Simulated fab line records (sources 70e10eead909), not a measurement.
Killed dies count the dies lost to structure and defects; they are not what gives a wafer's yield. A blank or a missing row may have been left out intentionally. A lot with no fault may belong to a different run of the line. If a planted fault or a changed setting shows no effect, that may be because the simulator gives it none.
Problem report, 8D (eight disciplines) form, completed by code || flow nand_harc || the parts of the form that need people (team, actions taken, sign-off) are left out

== 1. WHAT WENT WRONG ==
A mean of 0.694 a.u. is read at NHARC_A_CHANNEL_FILL_D2_ETCHBACK_19 for oes_product_au, taken on 1 wafer of 1 lot, against 0.997 a.u. (standard deviation 0.014) on wafers free of any fault. That is -22 standard deviations from the usual mean.
The step: etches the open film in HBr/Cl2, target depth 5 nm, time 1.7 s.
The first sign was on wafer L268.1 at day 21 08:45, on rie_si-03. The record has a number at this step for 39 wafers belonging to 13 lots. By rule, "out" or "out of limits" means more than 4 standard deviations away from the usual mean. All remaining wafers that have a number are taken as sound.

== 2. WHAT THIS IS AND IS NOT ==
{"question": "which readings at this step", "is": "oes_product_au", "is not": "chamber_pressure_mTorr, drypump_motor_current_A, throttle_valve_pct"}
{"question": "which lots", "is": "L268", "is not": "L252, L253, L254, L255, L256, L258, L263, L269, L271, L273, L274, L275"}
{"question": "which wafers of those lots", "is": "L268.1", "is not": "L268.4, L268.5"}
{"question": "read on which tools", "is": "rie_si-03", "is not": "rie_si-02, rie_si-06"}
{"question": "when", "is": "from day 21 08:45", "is not": "up to then (26 sound wafers); but 12 sound wafers of L271, L273, L274, L275 came after"}

== 3. THE SUSPECTS, EACH WITH WHAT RULES IT OUT ==
Counting: any tool at a process step up to the reading remains a suspect provided it ran every lot that is out. Sound lots after the first of them don't rule it out here, since some wafers of a struck lot are sound.
- har_etch-02 at NHARC_A_CHANNEL_HOLE_D2_ETCH_23 (etches the open film in C4F8/O2/Ar, time 819 s, target depth 1600 nm): kept. The lot that is out, L268, ran on it at day 20 04:03; the last sound lot it ran before that was L256, at day 15 16:39.
- har_etch-02 at NHARC_A_CHANNEL_HOLE_D2_ETCH_24 (etches the open film in C4F8/O2/Ar, time 906.2 s, target depth 1500 nm): kept. The lot that is out, L268, ran on it at day 20 04:44; the last sound lot it ran before that was L256, at day 15 17:22.
- rie_si-03 at NHARC_A_CHANNEL_FILL_D2_ETCHBACK_19 (etches the open film in HBr/Cl2, target depth 5 nm, time 1.7 s): kept. The lot that is out, L268, ran on it at day 21 08:45; the last sound lot it ran before that was L256, at day 16 21:16. Its own oes_product_au readings are out on those wafers.
- In rie_si-03 at NHARC_A_CHANNEL_FILL_D2_ETCHBACK_19, the wafers that are out were processed in chamber 0 and their sound lot-mates in chambers 2, 3.
Left after counting: har_etch-02 at NHARC_A_CHANNEL_HOLE_D2_ETCH_23, har_etch-02 at NHARC_A_CHANNEL_HOLE_D2_ETCH_24, rie_si-03 at NHARC_A_CHANNEL_FILL_D2_ETCHBACK_19.

== 4. THE CAUSE (what the simulator had put in) ==
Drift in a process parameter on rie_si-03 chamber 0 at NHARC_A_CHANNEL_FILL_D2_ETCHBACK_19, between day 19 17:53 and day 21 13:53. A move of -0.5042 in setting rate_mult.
3 suspects survive the count, and this tool is in that group.

== 5. THE CHAIN OF EFFECTS, in route order ==
Rows list readings where the struck wafers' mean (over those with a number) sits beyond 3 standard deviations from the usual. Readings are gone through only where the record gives a usual standard deviation; hours: the median, over the lots, of the time from a lot's start at the first step in this table giving one to that lot's start at this step; sigmas: the change measured in usual standard deviations.
{"hours": 0, "step": "NHARC_A_CHANNEL_FILL_D2_ETCHBACK_19", "reading": "oes_product_au", "usual": "0.997 a.u.", "on struck wafers": 0.694, "change": -0.303, "sigmas": -22}
Its process steps:
- NHARC_A_CHANNEL_FILL_D2_ETCHBACK_19: etches the open film in HBr/Cl2, target depth 5 nm, time 1.7 s.

== 6. WHAT WOULD HAVE CAUGHT IT SOONER ==
39 hours passed between the start of the fault at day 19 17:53 and the first reading out of limits in this record, taken at day 21 08:45.
